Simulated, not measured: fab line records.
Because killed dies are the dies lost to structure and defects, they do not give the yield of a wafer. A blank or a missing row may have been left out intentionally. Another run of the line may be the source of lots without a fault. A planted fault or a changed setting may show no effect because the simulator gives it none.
fab line records    flow nand_harc
record: lots: 13  wafers: 39  last_day: 24
route steps=1159 shown A_CHANNEL_HOLE_D1@477 A_CHANNEL_FILL_D1@495 END@1159
lots untouched by any fault: they come from a run of this same line in which no faults occurred
start_h: start of the lot's first displayed wafer, in hours after the record's first day    wait_h: hours since the lot's step before    " repeats the value in the row above    L1.1+2: a single row standing in for several wafers    - value missing, or start not given    * or withheld: withheld    < > ~ a bound
route shown NAME@n: names a module that has steps shown in the file, with the first one's number in the route    usual: the fault-free wafers' mean and standard deviation    same: alike in all rows    chamber/n: place in a boat    sites: readings site by site    _std_site: standard deviation of those values    _edge_site: inner sites' mean taken away from outer sites' mean    radius_mm: for every site, how far away it sits from the centre of the wafer    mask NAME#n: copy n    behind: tool/chamber where the wafer was last shaped    hold: why the lot was held/for how many hours/how that ended    device: which transistor (n, p or np) failed to switch    end of line: the route-end tests of the same wafers    a step without rows: its recipe alone    killed: not the wafer's yield, but the dies lost to structure and defects at the first sort    map: a wafer's dies, marking killed ones x, the rest . and places with no die _
set.NAME: setting as actually run; set.NAME@STEP: the setting as run at that earlier step    model.NAME: the simulator's own value behind a step, which no gauge read
route steps across a sampled set of lots; one table per step, one row per wafer
services: the hour from which a tool's chamber was out of use, counted from the record's first day as start_h (under 0 if before that day), plus the number of hours and why
== steps ==
step: NHARC_A_CHANNEL_HOLE_D1_ETCH_25
recipe: bias_v: 5000  source_w: withheld  pressure_mtorr: 20  time_s: 1040.2  ar_flow_sccm: 375  c4f8_flow_sccm: 93.8  o2_flow_sccm: 31.2  temp_c: -20  target_depth_a: 15000  chemistry: C4F8/O2/Ar
usual: drypump_motor_current_A: 5.7/0.41  showerhead_plenum_p_Torr: 3.74/0.087  throttle_valve_pct: 32.235/0.01
lot.wafer  tool         chamber  start_h  wait_h  drypump_motor_current_A  rf_hours_counter_h  showerhead_plenum_p_Torr  throttle_valve_pct
L979.2     har_etch-02  0        192.56   0.7     5.9                      113                 3.76                      32.236
L979.3     "            1        "        "       6.1                      -                   3.86                      32.223
L979.6     "            1        "        "       6.1                      -                   3.86                      32.228
L980.2     har_etch-01  0        200.41   0.6     5.7                      197                 3.61                      32.236
L980.3     "            0        "        "       5.7                      -                   3.61                      32.221
L980.5     "            1        "        "       5.0                      -                   3.73                      32.233
L983.2     har_etch-02  0        205.49   0.7     5.9                      120                 3.75                      32.242
L983.5     "            1        "        "       6.1                      -                   3.86                      32.245
L983.6     "            0        "        "       5.9                      -                   3.75                      32.225
L988.2     har_etch-02  0        241.92   0.7     5.9                      134                 3.74                      32.239
L988.3     "            1        "        "       6.1                      -                   3.85                      32.236
L988.4     "            0        "        "       5.9                      -                   3.75                      32.244
L990.1     har_etch-01  1        255.46   0.7     5.0                      223                 3.72                      32.243
L990.3     "            1        "        "       5.0                      -                   3.72                      32.239
L990.6     "            1        "        "       4.9                      -                   3.72                      32.229
L991.2     har_etch-02  1        258.83   0.7     6.1                      144                 3.85                      32.249
L991.6     "            0        "        "       5.9                      -                   3.74                      32.211
L991.5     "            1        "        "       6.2                      -                   3.85                      32.220
L992.1     har_etch-01  0        273.16   0.6     5.7                      228                 3.59                      32.214
L992.2     "            1        "        "       5.0                      228                 3.72                      32.250
L992.6     "            1        "        "       5.0                      -                   3.72                      32.237
L995.2     har_etch-01  1        284.75   0.7     5.0                      235                 3.71                      32.246
L995.3     "            0        "        "       5.6                      -                   3.59                      32.236
L995.6     "            1        "        "       5.0                      -                   3.71                      32.233
L996.2     har_etch-02  1        294.67   0.6     6.1                      160                 3.84                      32.243
L996.3     "            1        "        "       6.1                      -                   3.84                      32.230
L996.5     "            1        "        "       6.1                      -                   3.84                      32.239
L997.3     har_etch-01  1        295.45   0.7     5.0                      -                   3.71                      32.248
L997.4     "            0        "        "       5.6                      -                   3.59                      32.236
L997.5     "            1        "        "       5.0                      -                   3.71                      32.219
L999.3     har_etch-02  1        310.42   0.7     6.1                      -                   3.83                      32.235
L999.5     "            1        "        "       6.1                      -                   3.83                      32.234
L999.6     "            0        "        "       5.9                      -                   3.73                      32.240
L998.2     har_etch-02  0        314.28   0.6     5.9                      169                 3.72                      32.222
L998.1     "            1        "        "       6.1                      169                 3.83                      32.236
L998.4     "            0        "        "       5.9                      -                   3.73                      32.219
L100.2     har_etch-02  1        323.75   0.7     6.1                      173                 3.83                      32.242
L100.6     "            0        "        "       5.9                      -                   3.72                      32.230
L100.5     "            1        "        "       6.1                      -                   3.83                      32.242
step: NHARC_A_CHANNEL_HOLE_D1_ETCH_33
recipe: bias_v: 400  source_w: 2000  pressure_mtorr: 25  time_s: 90  ar_flow_sccm: 375  c4f8_flow_sccm: 41.7  o2_flow_sccm: 83.3  temp_c: -20  target_depth_a: 4000  chemistry: C4F8/O2/Ar
usual: drypump_motor_current_A: 5.7/0.41  showerhead_plenum_p_Torr: 3.78/0.09  throttle_valve_pct: 27.621/0.0097
lot.wafer  tool         chamber  start_h  wait_h  drypump_motor_current_A  rf_hours_counter_h  showerhead_plenum_p_Torr  throttle_valve_pct
L979.2     har_etch-02  0        193.52   0.2     5.9                      114                 3.80                      27.614
L979.3     "            1        "        "       6.1                      -                   3.91                      27.626
L979.6     "            1        "        "       6.2                      -                   3.91                      27.621
L980.2     har_etch-01  0        201.50   0.2     5.6                      198                 3.65                      27.644
L980.3     "            0        "        "       5.6                      -                   3.65                      27.602
L980.5     "            1        "        "       5.0                      -                   3.78                      27.621
L983.2     har_etch-02  0        206.45   0.2     5.9                      121                 3.80                      27.623
L983.5     "            1        "        "       6.1                      -                   3.91                      27.625
L983.6     "            0        "        "       5.9                      -                   3.80                      27.616
L988.2     har_etch-02  0        242.89   0.2     5.9                      135                 3.79                      27.630
L988.3     "            1        "        "       6.1                      -                   3.90                      27.618
L988.4     "            0        "        "       5.9                      -                   3.79                      27.620
L990.1     har_etch-01  1        256.42   0.2     5.0                      224                 3.76                      27.622
L990.3     "            1        "        "       5.0                      -                   3.76                      27.596
L990.6     "            1        "        "       5.0                      -                   3.76                      27.588
L991.2     har_etch-02  1        259.78   0.2     6.1                      145                 3.90                      27.623
L991.6     "            0        "        "       5.9                      -                   3.79                      27.626
L991.5     "            1        "        "       6.1                      -                   3.90                      27.610
L992.1     har_etch-01  0        274.24   0.2     5.7                      229                 3.63                      27.621
L992.2     "            1        "        "       5.0                      229                 3.76                      27.612
L992.6     "            1        "        "       5.0                      -                   3.76                      27.608
L995.2     har_etch-01  1        285.71   0.2     5.0                      236                 3.76                      27.624
L995.3     "            0        "        "       5.6                      -                   3.63                      27.633
L995.6     "            1        "        "       5.0                      -                   3.76                      27.629
L996.2     har_etch-02  1        295.64   0.2     6.1                      161                 3.89                      27.629
L996.3     "            1        "        "       6.1                      -                   3.89                      27.628
L996.5     "            1        "        "       6.1                      -                   3.89                      27.603
L997.3     har_etch-01  1        296.29   0.2     5.0                      -                   3.75                      27.627
L997.4     "            0        "        "       5.6                      -                   3.63                      27.627
L997.5     "            1        "        "       5.0                      -                   3.75                      27.607
L999.3     har_etch-02  1        311.27   0.2     6.1                      -                   3.88                      27.621
L999.5     "            1        "        "       6.1                      -                   3.88                      27.632
L999.6     "            0        "        "       5.9                      -                   3.77                      27.609
L998.2     har_etch-02  0        315.37   0.2     5.9                      170                 3.77                      27.604
L998.1     "            1        "        "       6.2                      170                 3.88                      27.614
L998.4     "            0        "        "       5.9                      -                   3.77                      27.615
L100.2     har_etch-02  1        324.71   0.2     6.1                      174                 3.88                      27.633
L100.6     "            0        "        "       5.9                      -                   3.77                      27.624
L100.5     "            1        "        "       6.1                      -                   3.88                      27.625
step: NHARC_A_CHANNEL_FILL_D1_ALD_15
recipe: target_thk_a: 20  pulse_time_s: 60  ald_cycles: 19  temp_c: 630  pressure_torr: 2  material: SiNx
usual: ald_cycles: 19/0  precursor_pulse_height_rel: 1.000/0.018
lot.wafer  tool              chamber  start_h  wait_h  ald_cycles  precursor_pulse_height_rel
L979.2     ald_sin_batch-01  0        -        -       19          1.011
L979.3     "                 0        "        "       19          1.035
L979.6     "                 0        "        "       19          0.991
L980.2     ald_sin_batch-02  0        -        -       19          0.976
L980.3     "                 0        "        "       19          0.994
L980.5     "                 0        "        "       19          1.005
L983.2     ald_sin_batch-03  0        -        -       19          0.986
L983.5     "                 0        "        "       19          0.997
L983.6     "                 0        "        "       19          1.007
L988.2     ald_sin_batch-02  0        -        -       19          0.978
L988.3     "                 0        "        "       19          1.002
L988.4     "                 0        "        "       19          1.019
L990.1     ald_sin_batch-02  0        -        -       19          1.011
L990.3     "                 0        "        "       19          0.991
L990.6     "                 0        "        "       19          1.033
L991.2     ald_sin_batch-03  0        -        -       19          1.017
L991.5     "                 0        "        "       19          1.009
L991.6     "                 0        "        "       19          1.004
L992.1     ald_sin_batch-02  0        287.00   2.8     19          1.005
L992.2     "                 0        "        "       19          1.010
L992.6     "                 0        "        "       19          0.987
L995.2     ald_sin_batch-01  0        -        -       19          1.000
L995.3     "                 0        "        "       19          1.026
L995.6     "                 0        "        "       19          1.020
L996.2     ald_sin_batch-01  0        -        -       19          0.964
L996.3     "                 0        "        "       19          1.025
L996.5     "                 0        "        "       19          0.985
L997.3     ald_sin_batch-01  0        -        -       19          0.996
L997.4     "                 0        "        "       19          1.026
L997.5     "                 0        "        "       19          0.989
L999.3     ald_sin_batch-02  0        -        -       19          1.025
L999.5     "                 0        "        "       19          0.967
L999.6     "                 0        "        "       19          0.970
L998.1     ald_sin_batch-01  0        -        -       19          0.987
L998.2     "                 0        "        "       19          1.017
L998.4     "                 0        "        "       19          0.970
L100.2     ald_sin_batch-02  0        -        -       19          0.999
L100.5     "                 0        "        "       19          1.016
L100.6     "                 0        "        "       19          0.990
step: NHARC_A_CHANNEL_FILL_D1_ALD_16
recipe: target_thk_a: 15  pulse_time_s: 10  ald_cycles: 15  temp_c: 300  material: SiO2
usual: ald_cycles: 15/0  heater_power_w: 496/55  precursor_pulse_height_rel: 1.001/0.019
lot.wafer  tool       chamber  start_h  wait_h  ald_cycles  heater_power_w  precursor_pulse_height_rel
L979.3     ald_hk-01  3        207.71   1.4     15          490             0.987
L979.2     "          2        "        "       15          449             1.005
L979.6     "          3        "        "       15          488             0.978
L980.3     ald_hk-02  1        215.86   0.2     15          398             1.003
L980.2     "          2        "        "       15          435             0.992
L980.5     "          2        "        "       15          427             1.008
L983.2     ald_hk-01  1        220.10   0.1     15          556             1.008
L983.5     "          2        "        "       15          448             1.022
L983.6     "          3        "        "       6           500             1.018
L988.4     ald_hk-01  3        259.66   0.0     6           463             1.033
L988.3     "          1        "        "       15          553             1.038
L988.2     "          2        "        "       15          432             0.977
L990.1     ald_hk-04  3        269.79   0.0     15          616             1.021
L990.3     "          0        "        "       15          513             0.952
L990.6     "          0        "        "       15          488             0.990
L991.2     ald_hk-02  0        273.95   0.1     15          505             0.996
L991.5     "          1        "        "       15          397             0.966
L991.6     "          2        "        "       15          429             0.981
L992.1     ald_hk-04  3        289.30   0.3     15          599             1.054
L992.2     "          0        "        "       15          484             0.976
L992.6     "          1        "        "       15          484             1.005
L995.2     ald_hk-02  0        302.53   0.1     15          497             1.006
L995.3     "          2        "        "       15          441             1.012
L995.6     "          3        "        "       15          459             0.975
L997.4     ald_hk-04  1        310.71   0.1     15          492             1.004
L997.3     "          2        "        "       15          552             1.001
L997.5     "          1        "        "       15          476             1.008
L996.2     ald_hk-04  1        310.87   0.2     15          479             1.006
L996.3     "          3        "        "       15          603             1.003
L996.5     "          1        "        "       15          475             0.995
L999.3     ald_hk-01  3        325.29   0.0     15          463             1.018
L999.6     "          3        "        "       15          463             1.007
L999.5     "          0        "        "       15          482             1.005
L998.2     ald_hk-01  1        329.87   0.4     15          554             1.004
L998.4     "          2        "        "       15          439             0.983
L998.1     "          0        "        "       15          498             0.983
L100.2     ald_hk-01  3        338.96   0.1     15          461             1.010
L100.6     "          0        "        "       15          493             1.027
L100.5     "          1        "        "       15          568             0.976
step: NHARC_END_SORT_01
recipe: temp_c: 25
usual: killed_at_array: 21/8.9  killed_at_other: 0.8/1.3  killed_at_periphery: 3.6/2.4  killed_dies: 26/8.9  killed_open: 3.1/1.8  killed_short: 1.9/1.3
same: gross_dies: 677
lot.wafer  tool       chamber  start_h  wait_h  killed_at_array  killed_at_other  killed_at_periphery  killed_dies  killed_open  killed_short
L980.2     prober-02  0        454.66   2.8     28               0                3                    31           1            4
L980.3     prober-02  0        455.46   3.1     24               0                0                    24           5            1
L980.5     prober-02  0        457.04   3.7     36               0                1                    37           3            0
L991.2     prober-01  0        516.52   2.8     15               0                3                    18           5            0
L991.5     prober-01  0        518.93   3.7     8                1                9                    18           2            1
L991.6     prober-01  0        519.74   4.0     8                7                6                    21           2            0
L992.1     prober-01  0        535.50   2.5     24               1                0                    25           2            3
L992.2     prober-01  0        536.30   2.8     28               1                2                    31           3            3
L992.6     prober-01  0        539.49   4.0     19               0                3                    22           3            1
L995.2     prober-01  0        551.88   2.8     22               0                4                    26           5            1
L995.3     prober-01  0        552.69   3.1     28               0                2                    30           3            2
L995.6     prober-01  0        555.10   4.0     20               0                3                    23           1            3
L996.2     prober-02  0        559.58   2.8     19               0                3                    22           4            1
L996.3     prober-02  0        560.38   3.1     25               1                5                    31           4            1
L996.5     prober-02  0        561.97   3.7     24               0                1                    25           5            1
killed by level:class
L980.2 A_CHANNEL_HOLE_D1:chamber_film_flake=10 A_SLIT:chamber_film_flake=5 A_CONTACT:chamber_film_flake=5 A_STAIRCASE:chamber_film_flake=3 A_SOURCE_PLATE:geometric_particle:short=2 P_STI:chamber_film_flake=2 A_ONON_D1:geometric_particle:short=1 A_BLC:geometric_particle:open=1
L980.3 A_CHANNEL_HOLE_D1:chamber_film_flake=13 A_M0:geometric_particle:open=3 A_SLIT:chamber_film_flake=3 A_SOURCE_PLATE:geometric_particle:short=1 A_ONON_D1:geometric_particle:open=1 A_CONTACT:geometric_particle:open=1 A_STAIRCASE:chamber_film_flake=1 A_CONTACT:chamber_film_flake=1
L980.5 A_CHANNEL_HOLE_D1:chamber_film_flake=16 A_STAIRCASE:chamber_film_flake=6 A_SLIT:chamber_film_flake=5 A_CONTACT:chamber_film_flake=5 A_CHANNEL_FILL_D1:geometric_particle:open=1 A_BLC:geometric_particle:open=1 A_M0:geometric_particle:open=1 P_STI:chamber_film_flake=1
L991.2 A_CHANNEL_HOLE_D1:chamber_film_flake=4 A_STAIRCASE:chamber_film_flake=3 P_M2:chamber_film_flake=2 A_WL_FILL:chamber_film_flake=2 P_M1:geometric_particle:open=1 A_SOURCE_PLATE:geometric_particle:open=1 A_CHANNEL_FILL_D1:geometric_particle:open=1 A_WL_FILL:geometric_particle:open=1
L991.5 P_M2:chamber_film_flake=7 A_CHANNEL_HOLE_D1:chamber_film_flake=3 P_ZERO_WELL:chamber_film_flake=2 A_CONTACT:chamber_film_flake=2 A_CONTACT:geometric_particle:open=1 A_CONTACT:geometric_particle:short=1 A_M1:geometric_particle:open=1 HYBRID_BOND:chamber_film_flake=1
L991.6 HYBRID_BOND:chamber_film_flake=6 A_CHANNEL_HOLE_D1:chamber_film_flake=4 P_GATE:chamber_film_flake=3 P_CONTACT:geometric_particle:open=1 P_ZERO_WELL:chamber_film_flake=1 P_M2:chamber_film_flake=1 STARTING-WAFER:geometric_particle:open=1 A_ZERO_WELL:chamber_film_flake=1
L992.1 A_CHANNEL_HOLE_D1:chamber_film_flake=18 A_CHANNEL_FILL_D1:geometric_particle:open=1 A_CHANNEL_FILL_D1:geometric_particle:short=1 A_WL_FILL:geometric_particle:short=1 A_BLC:geometric_particle:open=1 STARTING-WAFER:geometric_particle:short=1 A_STAIRCASE:chamber_film_flake=1 A_CONTACT:chamber_film_flake=1
L992.2 A_CHANNEL_HOLE_D1:chamber_film_flake=22 A_WL_FILL:geometric_particle:short=2 P_GATE:geometric_particle:open=1 A_ONON_D1:geometric_particle:open=1 A_CHANNEL_FILL_D1:geometric_particle:open=1 A_CONTACT:geometric_particle:short=1 P_M0:chamber_film_flake=1 A_WL_FILL:chamber_film_flake=1
L992.6 A_CHANNEL_HOLE_D1:chamber_film_flake=14 A_CONTACT:chamber_film_flake=2 P_M1:geometric_particle:open=1 A_CHANNEL_FILL_D1:geometric_particle:open=1 A_CONTACT:geometric_particle:short=1 A_CONTACT:geometric_particle:open=1 P_GATE:chamber_film_flake=1 P_M0:chamber_film_flake=1
L995.2 A_CHANNEL_HOLE_D1:chamber_film_flake=14 A_CONTACT:chamber_film_flake=3 P_CONTACT:geometric_particle:open=2 P_CONTACT:geometric_particle:short=1 A_CHANNEL_FILL_D1:geometric_particle:open=1 A_WL_FILL:geometric_particle:open=1 A_CONTACT:geometric_particle:open=1 P_GATE:chamber_film_flake=1
L995.3 A_CHANNEL_HOLE_D1:chamber_film_flake=21 A_CONTACT:chamber_film_flake=3 P_CONTACT:geometric_particle:open=2 A_SOURCE_PLATE:geometric_particle:short=1 A_ONON_D1:geometric_particle:open=1 A_WL_FILL:geometric_particle:short=1 A_STAIRCASE:chamber_film_flake=1
L995.6 A_CHANNEL_HOLE_D1:chamber_film_flake=15 A_STAIRCASE:chamber_film_flake=2 P_M0:geometric_particle:short=1 P_M0:geometric_particle:open=1 A_SGD_CUT:geometric_particle:short=1 A_M1:geometric_particle:short=1 P_GATE:chamber_film_flake=1 A_CONTACT:chamber_film_flake=1
L996.2 A_SLIT:chamber_film_flake=10 A_CHANNEL_HOLE_D1:chamber_film_flake=4 A_STAIRCASE:chamber_film_flake=2 P_CONTACT:geometric_particle:open=1 P_M0:geometric_particle:open=1 A_CHANNEL_FILL_D1:geometric_particle:open=1 A_SGD_CUT:geometric_particle:short=1 A_M0:geometric_particle:open=1
L996.3 A_SLIT:chamber_film_flake=13 A_CHANNEL_HOLE_D1:chamber_film_flake=6 A_CONTACT:chamber_film_flake=2 P_CONTACT:geometric_particle:open=1 P_M0:geometric_particle:open=1 P_M2:geometric_particle:short=1 A_BLC:geometric_particle:open=1 A_M0:geometric_particle:open=1
L996.5 A_SLIT:chamber_film_flake=10 A_CHANNEL_HOLE_D1:chamber_film_flake=5 A_CONTACT:geometric_particle:open=2 P_M0:geometric_particle:open=1 A_SGD_CUT:geometric_particle:open=1 A_M0:geometric_particle:open=1 A_M0:geometric_particle:short=1 A_CHANNEL_FILL_D1:chamber_film_flake=1
== services ==
tool              chamber  start_h  hours  kind
ald_hk-04         -        194.74   10.0   pm
ald_hk-04         0        194.74   10.0   vent_cycle
ald_hk-04         1        194.74   10.0   vent_cycle
ald_hk-04         2        194.74   10.0   vent_cycle
ald_hk-04         3        194.74   10.0   vent_cycle
ald_hk-01         -        231.24   10.0   pm
ald_hk-01         0        231.24   10.0   vent_cycle
ald_hk-01         1        231.24   10.0   vent_cycle
ald_hk-01         2        231.24   10.0   vent_cycle
ald_hk-01         3        231.24   10.0   vent_cycle
ald_hk-01         0        241.24   -      clean
ald_hk-01         1        241.24   -      clean
ald_hk-01         2        241.24   -      clean
ald_hk-01         3        241.24   -      clean
ald_hk-02         -        282.30   0.9    repair
ald_hk-02         -        283.21   10.0   pm
har_etch-01       -        306.53   17.0   pm
har_etch-01       0        306.53   17.0   vent_cycle
har_etch-01       1        306.53   17.0   vent_cycle
ald_sin_batch-03  -        314.00   26.0   pm
har_etch-01       0        323.53   -      clean
har_etch-01       0        323.53   -      consumable_replace:focus_ring
har_etch-01       1        323.53   -      clean
har_etch-01       1        323.53   -      consumable_replace:focus_ring
== key ==
first_sign: step: NHARC_A_CHANNEL_FILL_D1_ALD_16  reading: ald_cycles  direction: down  sigmas: 99+  usual: 15  struck: 6
effect none on later readings
met_at NHARC_A_CHANNEL_FILL_D1_ALD_16
struck_lots L983,L988
struck_wafers L983.6,L988.4
tester_left_out L983,L988
not_acting_at NHARC_A_CHANNEL_HOLE_D1_ETCH_25,NHARC_A_CHANNEL_HOLE_D1_ETCH_33,NHARC_A_CHANNEL_FILL_D1_ALD_15
onset_between 207.71 220.10
fault: kind: process_parameter_drift  tool: ald_hk-01  chamber: 3  onset_h: 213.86  steps: NHARC_A_CHANNEL_FILL_D1_ALD_16  channel: ald_cycles  offset: -9  shape: step  end_h: 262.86  acts_in: these_recipes_only  stated: 15
tester_left_out: of these lots the tester's yield and bins aren't shown, on N5 and GAA mostly nor the transistor test; their killed dies are dies lost to structure and defects alone, not to doping, threshold or leakage, so they don't give the yield
